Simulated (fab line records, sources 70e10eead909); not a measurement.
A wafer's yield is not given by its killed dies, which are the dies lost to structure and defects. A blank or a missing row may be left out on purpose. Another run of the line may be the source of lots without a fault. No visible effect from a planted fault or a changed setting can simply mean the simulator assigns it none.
Which of the tools did it? || flow nand-harc || 36 wafers from 12 lots sampled at 6 of the route's 1302 steps

== WHAT THE GAUGES READ, wafer by wafer ==
NHARC_P_CONTACT_INSPECT_27. Usual: raw-defect-count at 290, with a standard deviation of 120.
{"lot": "L104", "measured": "day 6 08:13", "on": "defect-inspect-02", "raw-defect-count": "424 330 222", "flag": ""}
{"lot": "L107", "measured": "day 7 10:52", "on": "defect-inspect-02", "raw-defect-count": "333 658 250", "flag": ""}
{"lot": "L108", "measured": "day 8 00:31", "on": "defect-inspect-02", "raw-defect-count": "430 219 249", "flag": ""}
{"lot": "L109", "measured": "day 8 15:13", "on": "defect-inspect-01", "raw-defect-count": "370 264 484", "flag": ""}
{"lot": "L111", "measured": "day 9 19:01", "on": "defect-inspect-02", "raw-defect-count": "212 499 567", "flag": ""}
{"lot": "L117", "measured": "day 12 00:22", "on": "defect-inspect-01", "raw-defect-count": "397 409 541", "flag": ""}
{"lot": "L121", "measured": "day 13 08:19", "on": "defect-inspect-01", "raw-defect-count": "289 197 396", "flag": ""}
{"lot": "L122", "measured": "day 13 19:53", "on": "defect-inspect-02", "raw-defect-count": "318 358 309", "flag": ""}
{"lot": "L123", "measured": "day 14 11:53", "on": "defect-inspect-01", "raw-defect-count": "319 205 195", "flag": ""}
{"lot": "L124", "measured": "day 14 15:24", "on": "defect-inspect-01", "raw-defect-count": "208 148 267", "flag": ""}
{"lot": "L125", "measured": "day 15 04:02", "on": "defect-inspect-01", "raw-defect-count": "226 280 517", "flag": ""}
{"lot": "L126", "measured": "day 15 14:01", "on": "defect-inspect-01", "raw-defect-count": "250 292 420", "flag": ""}

NHARC_P_M0_CD_MEAS_09: target cd 90 nm. Usual: cd-nm at 89.8 nm, with a standard deviation of 0.44.
{"lot": "L104", "measured": "day 6 09:07", "on": "cd-sem-02", "cd-nm (nm)": "89.6 88.8 90.2", "flag": ""}
{"lot": "L107", "measured": "day 7 11:47", "on": "cd-sem-03", "cd-nm (nm)": "89.2 89.2 89.4", "flag": ""}
{"lot": "L108", "measured": "day 8 01:25", "on": "cd-sem-02", "cd-nm (nm)": "89.7 90.5 89.5", "flag": ""}
{"lot": "L109", "measured": "day 8 16:07", "on": "cd-sem-01", "cd-nm (nm)": "89.7 89.6 90.0", "flag": ""}
{"lot": "L111", "measured": "day 9 19:55", "on": "cd-sem-02", "cd-nm (nm)": "90.0 89.7 89.7", "flag": ""}
{"lot": "L117", "measured": "day 12 01:08", "on": "cd-sem-02", "cd-nm (nm)": "89.6 89.6 89.7", "flag": ""}
{"lot": "L121", "measured": "day 13 09:13", "on": "cd-sem-02", "cd-nm (nm)": "98.8 99.0 97.6", "flag": "OFF"}
{"lot": "L122", "measured": "day 13 20:40", "on": "cd-sem-02", "cd-nm (nm)": "96.7 96.1 96.0", "flag": "OFF"}
{"lot": "L123", "measured": "day 14 12:40", "on": "cd-sem-01", "cd-nm (nm)": "90.0 90.2 90.0", "flag": ""}
{"lot": "L124", "measured": "day 14 16:11", "on": "cd-sem-01", "cd-nm (nm)": "89.3 89.3 89.8", "flag": ""}
{"lot": "L125", "measured": "day 15 04:56", "on": "cd-sem-01", "cd-nm (nm)": "90.1 90.2 89.8", "flag": ""}
{"lot": "L126", "measured": "day 15 14:54", "on": "cd-sem-02", "cd-nm (nm)": "89.9 89.9 89.5", "flag": ""}

NHARC_END_SORT_01. Usual: for defect-limited-yield, 90.6 % with a standard deviation of 2.7; for killed-at-array, 59 with a standard deviation of 19; for killed-at-other, 0.6 with a standard deviation of 0.85; for killed-at-periphery, 3.8 with a standard deviation of 2.5; for killed-dies, 64 with a standard deviation of 19; for killed-open, 3.3 with a standard deviation of 1.8; for killed-short, 2.2 with a standard deviation of 1.6.
{"lot": "L104", "measured": "day 24 13:50", "on": "prober-01", "defect-limited-yield (%)": "89.7 89.1 91.7", "killed-at-array": "64 67 49", "killed-at-other": "1 1 0", "killed-at-periphery": "5 6 7", "killed-dies": "70 74 56", "killed-open": "4 4 6", "killed-short": "0 0 2", "flag": ""}
{"lot": "L107", "measured": "day 26 07:30", "on": "prober-01", "defect-limited-yield (%)": "86.9 87.9 89.8", "killed-at-array": "89 78 68", "killed-at-other": "0 0 0", "killed-at-periphery": "0 4 1", "killed-dies": "89 82 69", "killed-open": "1 3 0", "killed-short": "5 4 2", "flag": ""}
{"lot": "L108", "measured": "day 26 17:01", "on": "prober-01", "defect-limited-yield (%)": "88.3 88.8 88.8", "killed-at-array": "72 74 67", "killed-at-other": "0 0 0", "killed-at-periphery": "7 2 9", "killed-dies": "79 76 76", "killed-open": "3 2 8", "killed-short": "3 2 2", "flag": ""}
{"lot": "L109", "measured": "day 26 05:54", "on": "prober-02", "defect-limited-yield (%)": "90.8 90.3 92.6", "killed-at-array": "59 64 48", "killed-at-other": "0 0 0", "killed-at-periphery": "3 2 2", "killed-dies": "62 66 50", "killed-open": "6 6 5", "killed-short": "4 1 1", "flag": ""}
{"lot": "L111", "measured": "day 28 06:04", "on": "prober-01", "defect-limited-yield (%)": "86.9 87.9 88.9", "killed-at-array": "89 78 67", "killed-at-other": "0 1 1", "killed-at-periphery": "0 3 7", "killed-dies": "89 82 75", "killed-open": "6 3 5", "killed-short": "3 3 3", "flag": ""}
{"lot": "L117", "measured": "day 30 11:58", "on": "prober-02", "defect-limited-yield (%)": "93.6 93.8 95.0", "killed-at-array": "41 39 32", "killed-at-other": "0 0 0", "killed-at-periphery": "2 3 2", "killed-dies": "43 42 34", "killed-open": "3 2 1", "killed-short": "2 1 2", "flag": ""}
{"lot": "L121", "measured": "day 32 18:33", "on": "prober-01", "defect-limited-yield (%)": "90.4 88.8 88.2", "killed-at-array": "56 73 73", "killed-at-other": "0 0 1", "killed-at-periphery": "9 3 6", "killed-dies": "65 76 80", "killed-open": "4 2 4", "killed-short": "3 4 3", "flag": ""}
{"lot": "L122", "measured": "day 32 20:58", "on": "prober-02", "defect-limited-yield (%)": "95.9 96.0 94.5", "killed-at-array": "25 24 31", "killed-at-other": "0 1 0", "killed-at-periphery": "3 2 6", "killed-dies": "28 27 37", "killed-open": "4 4 7", "killed-short": "0 1 3", "flag": ""}
{"lot": "L123", "measured": "day 33 12:43", "on": "prober-01", "defect-limited-yield (%)": "92.5 90.8 92.6", "killed-at-array": "46 60 47", "killed-at-other": "1 0 0", "killed-at-periphery": "4 2 3", "killed-dies": "51 62 50", "killed-open": "1 3 4", "killed-short": "1 2 3", "flag": ""}
{"lot": "L124", "measured": "day 33 06:34", "on": "prober-01", "defect-limited-yield (%)": "91.6 89.8 90.5", "killed-at-array": "51 63 60", "killed-at-other": "2 0 2", "killed-at-periphery": "4 6 2", "killed-dies": "57 69 64", "killed-open": "4 2 2", "killed-short": "1 3 3", "flag": ""}
{"lot": "L125", "measured": "day 33 04:46", "on": "prober-02", "defect-limited-yield (%)": "93.4 91.9 92.0", "killed-at-array": "40 51 52", "killed-at-other": "1 2 0", "killed-at-periphery": "4 2 2", "killed-dies": "45 55 54", "killed-open": "3 3 5", "killed-short": "3 2 2", "flag": ""}
{"lot": "L126", "measured": "day 33 12:42", "on": "prober-02", "defect-limited-yield (%)": "88.9 90.1 88.2", "killed-at-array": "62 55 73", "killed-at-other": "0 0 1", "killed-at-periphery": "13 12 6", "killed-dies": "75 67 80", "killed-open": "6 1 6", "killed-short": "1 7 1", "flag": ""}

== WHICH TOOL RAN EACH LOT (tool, then ch and the chambers of the sampled wafers, then the start) ==
{"lot": "L104", "NHARC_P_CONTACT_CMP_24": "cmp-01 ch 1,3, day 6 07:50", "NHARC_P_M0_PEB_07": "litho-track-06 ch 0, day 6 09:02", "NHARC_P_M0_ETCH_34": "rie-diel-03 ch 0,1,2, day 6 09:23"}
{"lot": "L107", "NHARC_P_CONTACT_CMP_24": "cmp-01 ch 1,2,3, day 7 10:31", "NHARC_P_M0_PEB_07": "litho-track-06 ch 0, day 7 11:41", "NHARC_P_M0_ETCH_34": "rie-diel-11 ch 0,2,3, day 7 12:04"}
{"lot": "L108", "NHARC_P_CONTACT_CMP_24": "cmp-04 ch 0,2,3, day 8 00:07", "NHARC_P_M0_PEB_07": "litho-track-01 ch 0, day 8 01:20", "NHARC_P_M0_ETCH_34": "rie-diel-08 ch 1,2,3, day 8 01:41"}
{"lot": "L109", "NHARC_P_CONTACT_CMP_24": "cmp-03 ch 1,2, day 8 14:49", "NHARC_P_M0_PEB_07": "litho-track-01 ch 0, day 8 16:02", "NHARC_P_M0_ETCH_34": "rie-diel-11 ch 1,3, day 8 16:23"}
{"lot": "L111", "NHARC_P_CONTACT_CMP_24": "cmp-01 ch 0,1,3, day 9 18:39", "NHARC_P_M0_PEB_07": "litho-track-01 ch 0, day 9 19:50", "NHARC_P_M0_ETCH_34": "rie-diel-11 ch 1,3, day 9 20:11"}
{"lot": "L117", "NHARC_P_CONTACT_CMP_24": "cmp-04 ch 0,1,3, day 11 23:58", "NHARC_P_M0_PEB_07": "litho-track-06 ch 0, day 12 01:04", "NHARC_P_M0_ETCH_34": "rie-diel-11 ch 2,3, day 12 01:35"}
{"lot": "L121", "NHARC_P_CONTACT_CMP_24": "cmp-01 ch 0,3, day 13 07:55", "NHARC_P_M0_PEB_07": "litho-track-06 ch 0, day 13 09:08", "NHARC_P_M0_ETCH_34": "rie-diel-03 ch 1,3, day 13 09:30"}
{"lot": "L122", "NHARC_P_CONTACT_CMP_24": "cmp-03 ch 1,2, day 13 19:29", "NHARC_P_M0_PEB_07": "litho-track-06 ch 0, day 13 20:35", "NHARC_P_M0_ETCH_34": "rie-diel-03 ch 1,2,3, day 13 20:57"}
{"lot": "L123", "NHARC_P_CONTACT_CMP_24": "cmp-01 ch 0,1,3, day 14 11:32", "NHARC_P_M0_PEB_07": "litho-track-04 ch 0, day 14 12:35", "NHARC_P_M0_ETCH_34": "rie-diel-03 ch 0,3, day 14 12:57"}
{"lot": "L124", "NHARC_P_CONTACT_CMP_24": "cmp-01 ch 0,1,3, day 14 15:01", "NHARC_P_M0_PEB_07": "litho-track-04 ch 0, day 14 16:06", "NHARC_P_M0_ETCH_34": "rie-diel-11 ch 0,1, day 14 16:27"}
{"lot": "L125", "NHARC_P_CONTACT_CMP_24": "cmp-01 ch 0,2,3, day 15 03:40", "NHARC_P_M0_PEB_07": "litho-track-04 ch 0, day 15 04:51", "NHARC_P_M0_ETCH_34": "rie-diel-11 ch 1,2,3, day 15 05:12"}
{"lot": "L126", "NHARC_P_CONTACT_CMP_24": "cmp-01 ch 0,1,2, day 15 13:38", "NHARC_P_M0_PEB_07": "litho-track-04 ch 0, day 15 14:50", "NHARC_P_M0_ETCH_34": "rie-diel-11 ch 1,3, day 15 15:12"}
- NHARC_P_CONTACT_CMP_24: polishes, t overpolish 30 s, target thk 200 nm.
- NHARC_P_M0_PEB_07: peb time 65 s.
- NHARC_P_M0_ETCH_34: etches the open film in N2/H2, target depth 40 nm, overetch 12 nm, time 43.94 s.

== AS READ BY THE TOOLS THEMSELVES (means over the sampled wafers that have a number; for cases with no such wafer, the mark the record gives instead) ==
NHARC_P_CONTACT_CMP_24. Usual: motor-current-A 12.5 A, standard deviation 0.55; overpolish-run-s 30.001 s, standard deviation 0.0093; time-to-endpoint-s 41.0 s, standard deviation 2.
{"lot": "L104", "tool": "cmp-01", "motor-current-A (A)": 12.2, "overpolish-run-s (s)": 30.003, "time-to-endpoint-s (s)": 42.1, "flag": ""}
{"lot": "L107", "tool": "cmp-01", "motor-current-A (A)": 12.3, "overpolish-run-s (s)": 30.002, "time-to-endpoint-s (s)": 39.6, "flag": ""}
{"lot": "L108", "tool": "cmp-04", "motor-current-A (A)": 12.3, "overpolish-run-s (s)": 30.005, "time-to-endpoint-s (s)": 38.8, "flag": ""}
{"lot": "L109", "tool": "cmp-03", "motor-current-A (A)": 12.1, "overpolish-run-s (s)": 29.988, "time-to-endpoint-s (s)": 42.5, "flag": ""}
{"lot": "L111", "tool": "cmp-01", "motor-current-A (A)": 12.3, "overpolish-run-s (s)": 29.995, "time-to-endpoint-s (s)": 43.7, "flag": ""}
{"lot": "L117", "tool": "cmp-04", "motor-current-A (A)": 13.3, "overpolish-run-s (s)": 29.998, "time-to-endpoint-s (s)": 42.1, "flag": ""}
{"lot": "L121", "tool": "cmp-01", "motor-current-A (A)": 12.2, "overpolish-run-s (s)": 30.001, "time-to-endpoint-s (s)": 41.1, "flag": ""}
{"lot": "L122", "tool": "cmp-03", "motor-current-A (A)": 12.3, "overpolish-run-s (s)": 30.000, "time-to-endpoint-s (s)": 41.2, "flag": ""}
{"lot": "L123", "tool": "cmp-01", "motor-current-A (A)": 12.5, "overpolish-run-s (s)": 30.006, "time-to-endpoint-s (s)": 40.1, "flag": ""}
{"lot": "L124", "tool": "cmp-01", "motor-current-A (A)": 12.3, "overpolish-run-s (s)": 29.997, "time-to-endpoint-s (s)": 41.2, "flag": ""}
{"lot": "L125", "tool": "cmp-01", "motor-current-A (A)": 12.9, "overpolish-run-s (s)": 30.004, "time-to-endpoint-s (s)": 37.7, "flag": ""}
{"lot": "L126", "tool": "cmp-01", "motor-current-A (A)": 12.7, "overpolish-run-s (s)": 29.998, "time-to-endpoint-s (s)": 43.4, "flag": ""}

NHARC_P_M0_PEB_07. Usual: heater-power-total-W 156.6 W, standard deviation 0.42; plate-temp-C 99.98 C, standard deviation 0.13; resist-line-temp-C 23.01 C, standard deviation 0.094.
{"lot": "L104", "tool": "litho-track-06", "heater-power-total-W (W)": 156.3, "plate-temp-C (C)": 99.82, "resist-line-temp-C (C)": 23.00, "flag": ""}
{"lot": "L107", "tool": "litho-track-06", "heater-power-total-W (W)": 156.5, "plate-temp-C (C)": 100.05, "resist-line-temp-C (C)": 23.04, "flag": ""}
{"lot": "L108", "tool": "litho-track-01", "heater-power-total-W (W)": 156.7, "plate-temp-C (C)": 100.10, "resist-line-temp-C (C)": 22.91, "flag": ""}
{"lot": "L109", "tool": "litho-track-01", "heater-power-total-W (W)": 156.6, "plate-temp-C (C)": 99.90, "resist-line-temp-C (C)": 23.10, "flag": ""}
{"lot": "L111", "tool": "litho-track-01", "heater-power-total-W (W)": 156.5, "plate-temp-C (C)": 100.02, "resist-line-temp-C (C)": 23.00, "flag": ""}
{"lot": "L117", "tool": "litho-track-06", "heater-power-total-W (W)": 156.8, "plate-temp-C (C)": 100.04, "resist-line-temp-C (C)": 23.06, "flag": ""}
{"lot": "L121", "tool": "litho-track-06", "heater-power-total-W (W)": 161.3, "plate-temp-C (C)": 102.47, "resist-line-temp-C (C)": 23.00, "flag": "OFF"}
{"lot": "L122", "tool": "litho-track-06", "heater-power-total-W (W)": 161.9, "plate-temp-C (C)": 102.36, "resist-line-temp-C (C)": 23.13, "flag": "OFF"}
{"lot": "L123", "tool": "litho-track-04", "heater-power-total-W (W)": 156.7, "plate-temp-C (C)": 99.94, "resist-line-temp-C (C)": 22.94, "flag": ""}
{"lot": "L124", "tool": "litho-track-04", "heater-power-total-W (W)": 157.0, "plate-temp-C (C)": 99.94, "resist-line-temp-C (C)": 23.00, "flag": ""}
{"lot": "L125", "tool": "litho-track-04", "heater-power-total-W (W)": 156.2, "plate-temp-C (C)": 99.88, "resist-line-temp-C (C)": 23.08, "flag": ""}
{"lot": "L126", "tool": "litho-track-04", "heater-power-total-W (W)": 156.6, "plate-temp-C (C)": 99.98, "resist-line-temp-C (C)": 22.97, "flag": ""}

NHARC_P_M0_ETCH_34. Usual: drypump-motor-current-A 5.9 A, standard deviation 0.49; oes-product-au 1.001 a.u., standard deviation 0.0066; rf-vpp-V 431.3 V, standard deviation 2.4; showerhead-plenum-p-Torr 2.07 Torr, standard deviation 0.087; throttle-valve-pct 14.168 %, standard deviation 0.0094.
{"lot": "L104", "tool": "rie-diel-03", "drypump-motor-current-A (A)": 5.9, "oes-product-au (a.u.)": 1.007, "rf-vpp-V (V)": 430.5, "showerhead-plenum-p-Torr (Torr)": 2.05, "throttle-valve-pct (%)": 14.170, "flag": ""}
{"lot": "L107", "tool": "rie-diel-11", "drypump-motor-current-A (A)": 5.7, "oes-product-au (a.u.)": 1.006, "rf-vpp-V (V)": 431.2, "showerhead-plenum-p-Torr (Torr)": 2.05, "throttle-valve-pct (%)": 14.169, "flag": ""}
{"lot": "L108", "tool": "rie-diel-08", "drypump-motor-current-A (A)": 6.0, "oes-product-au (a.u.)": 1.005, "rf-vpp-V (V)": 432.0, "showerhead-plenum-p-Torr (Torr)": 2.10, "throttle-valve-pct (%)": 14.165, "flag": ""}
{"lot": "L109", "tool": "rie-diel-11", "drypump-motor-current-A (A)": 5.9, "oes-product-au (a.u.)": 0.998, "rf-vpp-V (V)": 429.4, "showerhead-plenum-p-Torr (Torr)": 2.03, "throttle-valve-pct (%)": 14.162, "flag": ""}
{"lot": "L111", "tool": "rie-diel-11", "drypump-motor-current-A (A)": 5.8, "oes-product-au (a.u.)": 1.004, "rf-vpp-V (V)": 430.1, "showerhead-plenum-p-Torr (Torr)": 2.03, "throttle-valve-pct (%)": 14.166, "flag": ""}
{"lot": "L117", "tool": "rie-diel-11", "drypump-motor-current-A (A)": 5.8, "oes-product-au (a.u.)": 1.007, "rf-vpp-V (V)": 430.4, "showerhead-plenum-p-Torr (Torr)": 2.04, "throttle-valve-pct (%)": 14.172, "flag": ""}
{"lot": "L121", "tool": "rie-diel-03", "drypump-motor-current-A (A)": 6.0, "oes-product-au (a.u.)": 0.997, "rf-vpp-V (V)": 434.6, "showerhead-plenum-p-Torr (Torr)": 2.18, "throttle-valve-pct (%)": 14.177, "flag": ""}
{"lot": "L122", "tool": "rie-diel-03", "drypump-motor-current-A (A)": 6.1, "oes-product-au (a.u.)": 1.004, "rf-vpp-V (V)": 432.0, "showerhead-plenum-p-Torr (Torr)": 2.10, "throttle-valve-pct (%)": 14.168, "flag": ""}
{"lot": "L123", "tool": "rie-diel-03", "drypump-motor-current-A (A)": 5.9, "oes-product-au (a.u.)": 0.999, "rf-vpp-V (V)": 430.3, "showerhead-plenum-p-Torr (Torr)": 2.06, "throttle-valve-pct (%)": 14.178, "flag": ""}
{"lot": "L124", "tool": "rie-diel-11", "drypump-motor-current-A (A)": 5.4, "oes-product-au (a.u.)": 0.995, "rf-vpp-V (V)": 431.7, "showerhead-plenum-p-Torr (Torr)": 2.09, "throttle-valve-pct (%)": 14.172, "flag": ""}
{"lot": "L125", "tool": "rie-diel-11", "drypump-motor-current-A (A)": 5.8, "oes-product-au (a.u.)": 0.996, "rf-vpp-V (V)": 430.2, "showerhead-plenum-p-Torr (Torr)": 2.03, "throttle-valve-pct (%)": 14.174, "flag": ""}
{"lot": "L126", "tool": "rie-diel-11", "drypump-motor-current-A (A)": 6.2, "oes-product-au (a.u.)": 1.000, "rf-vpp-V (V)": 428.6, "showerhead-plenum-p-Torr (Torr)": 1.98, "throttle-valve-pct (%)": 14.162, "flag": ""}

== THE ANSWER, worked out from the rows above alone ==
Rule: a lot is off if the mean of its wafers that have a number lies more than 3 standard deviations from the usual mean. A lot without any number at a reading at which 4 lots or more have one is off too. Any other lot the step has rows for is counted as sound. After the gauges, taken in route order, come the tools' own readings; for these a lot's mean is taken, as printed above. The first step at which some lot is off is used, and at that step the reading that is off furthest; a lot without a number counts as furthest.
Off at NHARC_P_M0_CD_MEAS_09 (cd-nm): L121, L122.
If a tool, at a process step before that reading, ran all the lots that are off and no sound lot after the first of them, it fits. Not tried: the gauges at NHARC_P_M0_CD_MEAS_09; whatever is off there is also off at NHARC_P_M0_PEB_07, on other tools, and gauge error can't account for it. One fits: NHARC_P_M0_PEB_07 on litho-track-06. A fault onset in the window from L117 (day 12 01:04, its last sound lot) to L121 (day 13 09:08, its first lot off) fits.
The tool's own readings at NHARC_P_M0_PEB_07 bear it out: on the lots that are off they differ by more than 5 times the standard deviation of the sound lots' means. heater-power-total-W reads 161.6 W there against 156.6 W on the sound lots; plate-temp-C reads 102.41 C there against 99.97 C on the sound lots.

== WHAT HAD BEEN PUT IN BY THE SIMULATOR ==
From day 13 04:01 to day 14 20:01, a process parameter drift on litho-track-06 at NHARC_P_M0_PEB_07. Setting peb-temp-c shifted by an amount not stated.
Shown lots that were struck: L121, L122. The rule above reached the same finding.
